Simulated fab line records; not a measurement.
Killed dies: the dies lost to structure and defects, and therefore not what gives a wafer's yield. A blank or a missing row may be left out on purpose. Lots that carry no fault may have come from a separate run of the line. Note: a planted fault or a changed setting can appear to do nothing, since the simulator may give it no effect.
Matching of chambers :: flow n5_finfet :: rie_diel-04 running N5_BEOL_M8_ETCH_65: 4 sister chambers
The step etches SiARC in CF4, target depth 15.6 nm, time 26 s. 4 wafers are shown with their chamber, then 7 later ones without.

== WAFERS WITH THEIR CHAMBER ==
wafer: L549.5
chamber: 2
showerhead_plenum_p_Torr (Torr): 2.02

wafer: L551.5
chamber: 3
showerhead_plenum_p_Torr (Torr): 2.18

wafer: L553.3
chamber: 1
showerhead_plenum_p_Torr (Torr): 2.09

wafer: L553.4
chamber: 0
showerhead_plenum_p_Torr (Torr): 2.27

== WAFERS WITHOUT THEIR CHAMBER ==
wafer: L553.6
showerhead_plenum_p_Torr (Torr): 2.18

wafer: L563.1
showerhead_plenum_p_Torr (Torr): 2.26

wafer: L563.4
showerhead_plenum_p_Torr (Torr): 2.27

wafer: L563.5
showerhead_plenum_p_Torr (Torr): 2.09

wafer: L568.2
showerhead_plenum_p_Torr (Torr): 2.26

wafer: L568.3
showerhead_plenum_p_Torr (Torr): 2.08

wafer: L568.5
showerhead_plenum_p_Torr (Torr): 2.26

== EACH ONE'S CHAMBER ==
wafer: L553.6
from the rows above: 3
in truth: 3

wafer: L563.1
from the rows above: 0
in truth: 0

wafer: L563.4
from the rows above: 0
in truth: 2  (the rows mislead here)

wafer: L563.5
from the rows above: 1
in truth: 1

wafer: L568.2
from the rows above: 0
in truth: 0

wafer: L568.3
from the rows above: 1
in truth: 1

wafer: L568.5
from the rows above: 0
in truth: 0
6 of 7 placed correctly. Not placeable from these rows: 0. 1 placed wrongly.
How it was worked out, from the rows above alone: a wafer's distance from a chamber is the root of the sum, over the readings, of the square of ((its reading less the chamber's mean) divided by the reading's scatter). The wafer belongs to the nearest chamber; if the next one is less than 2 further off, it can't be placed. Each chamber's mean is taken over the wafers shown for it. The scatter (one wafer shown for each chamber): square how far every hidden wafer sits from the nearest shown wafer, average those squares and take the square root.
